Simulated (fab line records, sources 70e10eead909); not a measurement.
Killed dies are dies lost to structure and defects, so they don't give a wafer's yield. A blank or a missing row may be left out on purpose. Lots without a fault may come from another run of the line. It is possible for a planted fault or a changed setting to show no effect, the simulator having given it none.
Matching of chambers | flow nand harc | cmp-02 running NHARC_P_BONDPAD_CMP_32: 4 sister chambers
The step polishes SiCN, target thk 200 nm. 4 wafers are shown with their chamber, then 7 later ones without.

## WAFERS WITH THEIR CHAMBER
wafer  | chamber | motor current A (A)
L089.4 | 2       | 11.5
L090.3 | 1       | 12.9
L094.2 | 0       | 11.1
L094.3 | 3       | 13.2

## WAFERS WITHOUT THEIR CHAMBER
wafer  | motor current A (A)
L094.5 | 11.2
L095.3 | 11.9
L095.4 | 12.5
L095.5 | 13.2
L096.2 | 11.2
L096.3 | 11.8
L096.5 | 11.3

## THE CHAMBER EACH PASSED THROUGH
wafer  | from the rows above     | in truth
L094.5 | can't be placed: 0 or 2 | 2
L095.3 | can't be placed: 2 or 0 | 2
L095.4 | can't be placed: 1 or 3 | 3
L095.5 | can't be placed: 3 or 1 | 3
L096.2 | can't be placed: 0 or 2 | 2
L096.3 | can't be placed: 2 or 0 | 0
L096.5 | can't be placed: 2 or 0 | 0
Placed correctly: 0 of 7. From these rows, 7 cannot be placed; in 7 the true chamber is one of the candidates. 0 placed wrongly.
How it was worked out, from the rows above alone: a wafer's distance from a chamber is the root of the sum, over the readings, of the square of ((its reading less the chamber's mean) divided by the reading's scatter). If the next closest chamber is less than 2 further off than the closest, the wafer can't be placed; otherwise it belongs to the closest. The mean given for a chamber averages the wafers shown for that chamber. The scatter: with one shown wafer a chamber, the root of the mean of the squares of how far each hidden wafer lies from its nearest shown one.
